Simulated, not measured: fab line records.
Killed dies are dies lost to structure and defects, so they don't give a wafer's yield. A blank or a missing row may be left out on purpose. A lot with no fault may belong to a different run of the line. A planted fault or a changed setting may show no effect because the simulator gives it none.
Lot-split experiment | flow n5 finfet | 7 lots, 21 wafers read, on a route of 1938 steps

== THE SPLIT ==
At N5_DUMMY_GATE_EXPOSE_12 (exposes mask GATE, target cd 25 nm), the setting dose mj was moved away from the recipe's 34 on 13 of the 21 wafers read, by -7.4% to +4.5%. For the rest of the wafers, this setting stayed at what the recipe calls for.

== FROM THE SPLIT TO THE READING: what the file shows between them, 2 steps ==
- N5_DUMMY_GATE_PEB_13: peb time 60 s
- N5_DUMMY_GATE_DEVELOP_14: develop time 30 s

== THE READING ==
cd nm (nm) at N5_DUMMY_GATE_CD_MEAS_15, where the cd target is 25.8 nm. A value of 24.96 nm with a standard deviation of 0.24 nm is what fault-free wafers of this fab line usually give.

wafer  | tool, chamber at the split | dose mj as run | against the recipe | cd nm, nm | against lot-mates on the recipe
L077.1 | euv scanner-02, 0          | 34             | recipe             | 24.98     | -
L077.2 | euv scanner-02, 0          | 34.97          | +2.9%              | 24.96     | -0.02
L077.6 | euv scanner-02, 0          | 34.97          | +2.9%              | 24.51     | -0.47
L078.1 | euv scanner-02, 0          | 32.74          | -3.7%              | 25.82     | +0.60
L078.2 | euv scanner-02, 0          | 34             | recipe             | 25.22     | -
L078.5 | euv scanner-02, 0          | 32.74          | -3.7%              | 25.68     | +0.46
L085.1 | euv scanner-02, 0          | 34             | recipe             | 24.78     | -
L085.3 | euv scanner-02, 0          | 35.53          | +4.5%              | 24.29     | -0.49
L085.6 | euv scanner-02, 0          | 35.53          | +4.5%              | 24.29     | -0.49
L086.1 | euv scanner-01, 0          | 35.37          | +4.0%              | 24.43     | -0.51
L086.4 | euv scanner-01, 0          | 34             | recipe             | 24.94     | -
L086.5 | euv scanner-01, 0          | 35.37          | +4.0%              | 24.18     | -0.76
L087.3 | euv scanner-01, 0          | 34             | recipe             | 25.04     | -
L087.5 | euv scanner-01, 0          | 34             | recipe             | 24.94     | -
L087.6 | euv scanner-01, 0          | 34             | recipe             | 24.98     | -
L092.3 | euv scanner-02, 0          | 31.49          | -7.4%              | 26.72     | no lot-mate on the recipe
L092.4 | euv scanner-02, 0          | 31.49          | -7.4%              | 26.68     | no lot-mate on the recipe
L092.5 | euv scanner-02, 0          | 31.49          | -7.4%              | 26.57     | no lot-mate on the recipe
L095.3 | euv scanner-02, 0          | 35.05          | +3.1%              | 24.37     | -0.75
L095.4 | euv scanner-02, 0          | 34             | recipe             | 25.12     | -
L095.5 | euv scanner-02, 0          | 35.05          | +3.1%              | 24.46     | -0.66

THE FIT
A straight line over all 21 wafers: cd nm changes by -0.198 nm for each +1% of dose mj; r = -0.98; the points scatter about the line by 0.16 nm.
The same after taking each lot's own level away (the mean of its wafers on the recipe; 18 wafers): -0.141 nm for each +1%; r = -0.92; scatter 0.16 nm.
Per that fit: largest dose mj move, reading shift of 1 nm.
The span of the lots' own levels, 24.780 to 25.220 nm, comes to 1.8 times the standard deviation stated above.
Hence the slope depends on the lot-to-lot level, as the two fits are not the same.
Check: -0.664 nm against its lot-mates is what the line predicts for one of the wafers moved furthest among these (+4.5%) when that wafer is left out of the fit. Against them it came out at -0.49 nm.

== ADDITIONAL SPLITS CARRIED BY THESE WAFERS ==
Note: prior to the reading, these wafers also went through further splits. Each is held against what the fit with the lots' levels taken away leaves over:
other split on the same wafers           | wafers away from the commonest value | r with cd nm (lot level and that fit taken away)
N5_PMOS_HMC_CHANNEL_EPI_COAT_03 spin rpm | 5                                    | -0.16
N5_DUMMY_GATE_COAT_28 spin rpm           | 7                                    | +0.19

== FILE'S OWN FIT ==
cd nm changes by -0.141 nm for each +1% of dose mj, r = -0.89.
